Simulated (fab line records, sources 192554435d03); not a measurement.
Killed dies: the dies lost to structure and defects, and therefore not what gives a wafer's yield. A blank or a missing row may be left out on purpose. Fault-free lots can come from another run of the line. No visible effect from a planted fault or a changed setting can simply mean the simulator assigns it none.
Split-lot study + flow n5_finfet + route with 1938 steps; 7 lots, 39 wafers read

SPLIT DETAILS
At N5_BEOL_M1_ETCH_64 (etches SOC in N2/H2, target depth 75 nm, overetch 15 nm, time 112.5 s), the setting time_s was moved away from the recipe's 112.5 s on 18 of the 39 wafers read, by -23.8% to +52.8%. The other wafers ran this setting at the recipe's value.

FROM THE SPLIT TO THE READING: what the file shows between them, 7 steps
- N5_BEOL_M1_STRIP_65: strips in N2/H2
- N5_BEOL_M1_STRIP_75: strips in N2/H2
- N5_BEOL_M1_STRIP_66: strips in CF4
- N5_BEOL_M1_HM_OPEN_17: chemistry Cl2/BCl3, target TiN, target depth 20 nm, overetch 6 nm
- N5_BEOL_M1_STRIP_19: strips in O2
- N5_BEOL_M1_PRECLEAN_42: cleans in residue remover, time 60 s
- N5_BEOL_M1_SRD_43: time 30 s

THE READING
cd_nm, in nm, at N5_BEOL_M1_CD_MEAS_35 (target cd 18 nm, target cd y 21 nm). On this fab line, fault-free wafers typically give 17.9 nm with a standard deviation of 0.36 nm.

| wafer  | tool, chamber at the split | time_s as run, s | against the recipe | cd_nm, nm | against lot-mates on the recipe |
|--------|----------------------------|------------------|--------------------|-----------|---------------------------------|
| L075.1 | rie_diel-02, 0             | 157.9            | +40.4%             | 19.6      | +1.6                            |
| L075.2 | rie_diel-02, 2             | 157.9            | +40.4%             | 18.9      | +0.9                            |
| L075.3 | rie_diel-02, 3             | 112.5            | recipe             | 18.0      | -                               |
| L075.4 | rie_diel-02, 1             | 157.9            | +40.4%             | 18.9      | +0.9                            |
| L075.5 | rie_diel-02, 2             | 112.5            | recipe             | 17.9      | -                               |
| L075.6 | rie_diel-02, 3             | 112.5            | recipe             | 18.2      | -                               |
| L084.1 | rie_diel-04, 3             | 112.5            | recipe             | 18.1      | -                               |
| L084.2 | rie_diel-04, 0             | 155.8            | +38.5%             | 18.7      | +0.8                            |
| L084.3 | rie_diel-04, 2             | 155.8            | +38.5%             | 19.1      | +1.2                            |
| L084.4 | rie_diel-04, 0,2           | 112.5            | recipe             | 17.6      | -                               |
| L084.5 | rie_diel-04, 3             | 155.8            | +38.5%             | 19.0      | +1.1                            |
| L084.6 | rie_diel-04, 0,2           | 112.5            | recipe             | 18.0      | -                               |
| L085.1 | rie_diel-04, 2             | 86.71            | -22.9%             | 17.5      | -0.3                            |
| L085.2 | rie_diel-04, 0,2           | 112.5            | recipe             | 17.3      | -                               |
| L085.3 | rie_diel-04, 3             | 112.5            | recipe             | 18.2      | -                               |
| L085.4 | rie_diel-04, 0,2           | 112.5            | recipe             | 17.8      | -                               |
| L085.5 | rie_diel-04, 0             | 86.71            | -22.9%             | 17.6      | -0.2                            |
| L085.6 | rie_diel-04, 3             | 86.71            | -22.9%             | 17.6      | -0.2                            |
| L088.1 | rie_diel-01, 1             | 85.69            | -23.8%             | 17.3      | -0.5                            |
| L088.2 | rie_diel-01, 0             | 85.69            | -23.8%             | 17.9      | +0.1                            |
| L088.3 | rie_diel-01, 2             | 85.69            | -23.8%             | 17.3      | -0.5                            |
| L088.4 | rie_diel-01, 3             | 112.5            | recipe             | 17.6      | -                               |
| L088.5 | rie_diel-01, 1             | 112.5            | recipe             | 17.8      | -                               |
| L088.6 | rie_diel-01, 2             | 112.5            | recipe             | 17.9      | -                               |
| L089.1 | rie_diel-02, 0             | 112.5            | recipe             | 18.0      | -                               |
| L089.4 | rie_diel-02, 2             | 112.5            | recipe             | 17.2      | -                               |
| L089.5 | rie_diel-02, 2             | 112.5            | recipe             | 17.5      | -                               |
| L090.1 | rie_diel-02, 1             | 112.5            | recipe             | 17.4      | -                               |
| L090.2 | rie_diel-02, 3             | 169.3            | +50.5%             | 18.8      | +1.4                            |
| L090.3 | rie_diel-02, 2             | 112.5            | recipe             | 17.0      | -                               |
| L090.4 | rie_diel-02, 0             | 169.3            | +50.5%             | 18.9      | +1.5                            |
| L090.5 | rie_diel-02, 0             | 112.5            | recipe             | 17.7      | -                               |
| L090.6 | rie_diel-02, 3             | 169.3            | +50.5%             | 18.4      | +1.0                            |
| L092.1 | rie_diel-04, 1             | 112.5            | recipe             | 17.8      | -                               |
| L092.2 | rie_diel-04, 2             | 112.5            | recipe             | 17.6      | -                               |
| L092.3 | rie_diel-04, 0             | 171.9            | +52.8%             | 18.9      | +1.2                            |
| L092.4 | rie_diel-04, 3             | 171.9            | +52.8%             | 19.6      | +1.9                            |
| L092.5 | rie_diel-04, 2             | 112.5            | recipe             | 17.7      | -                               |
| L092.6 | rie_diel-04, 3             | 171.9            | +52.8%             | 19.6      | +1.9                            |
The file does not say which wafer passed through which chamber wherever a row lists several chambers: such a row stands for several wafers.

THE FIT
A straight line over all 39 wafers: cd_nm changes by +0.0243 nm for each +1% of time_s; r = +0.87; the points scatter about the line by 0.36 nm.
The same after taking each lot's own level away (the mean of its wafers on the recipe; 39 wafers): +0.0248 nm for each +1%; r = +0.91; scatter 0.29 nm.
On that fit, the largest move of time_s shifts the reading by 1.3 nm.
Across the lots, their own levels run from 17.37 to 18.03 nm, a range of 1.9 times the standard deviation given above.
The two slopes agree, so the slope changes little with the lot-to-lot level.
Check: with one of the wafers moved furthest among these (+52.8%) left out of the fit, the line predicts +1.43 nm for it against its lot-mates. Against them it came out at +1.2 nm.

FURTHER SPLITS ON THESE WAFERS
Before the reading, these wafers also passed through other splits. Each is held against what the fit with the lots' levels taken away leaves over:
| other split on the same wafers          | wafers away from the commonest value | r with cd_nm (lot level and that fit taken away) |
|-----------------------------------------|--------------------------------------|--------------------------------------------------|
| N5_FIN_SAQP_HM_DEP_03 time_s            | 15                                   | -0.29                                            |
| N5_HKMG_FIN_NWFM_ALD_20 ald_cycles      | 18                                   | +0.18                                            |
| N5_MOL_CONTACT_COAG_ETCHBACK_135 time_s | 9                                    | +0.07                                            |

THE WHOLE CHAIN: every reading that the file lists as answering this split, in the file's order
| step                  | what it does                                                          | reading                                                                          | change (the file's fit)                | r (the file's) |
|-----------------------|-----------------------------------------------------------------------|----------------------------------------------------------------------------------|----------------------------------------|----------------|
| N5_BEOL_M1_ETCH_64    | etches SOC in N2/H2, target depth 75 nm, overetch 15 nm, time 112.5 s | SiARC_of_BEOL_M1_COAT_62.thk_nm (the simulator's own value, which no gauge read) | -0.0507 nm for each +1% of the setting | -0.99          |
| N5_BEOL_M1_ETCH_64    | etches SOC in N2/H2, target depth 75 nm, overetch 15 nm, time 112.5 s | BEOL_M1.cd_offset_nm (the simulator's own value, which no gauge read)            | +0.0214 nm for each +1% of the setting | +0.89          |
| N5_BEOL_M1_HM_OPEN_17 | chemistry Cl2/BCl3, target TiN, target depth 20 nm, overetch 6 nm     | etch.depth_nm (the simulator's own value, which no gauge read)                   | -0.097 nm for each +1% of the setting  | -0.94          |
| N5_BEOL_M1_HM_OPEN_17 | chemistry Cl2/BCl3, target TiN, target depth 20 nm, overetch 6 nm     | BEOL_M1.cd_offset_nm (the simulator's own value, which no gauge read)            | +0.0217 nm for each +1% of the setting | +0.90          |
| N5_BEOL_M1_CD_MEAS_35 | target cd 18 nm, target cd y 21 nm                                    | cd_nm                                                                            | +0.0261 nm for each +1% of the setting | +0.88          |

FILE'S OWN FIT
cd_nm changes by +0.0261 nm for each +1% of time_s, r = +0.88.
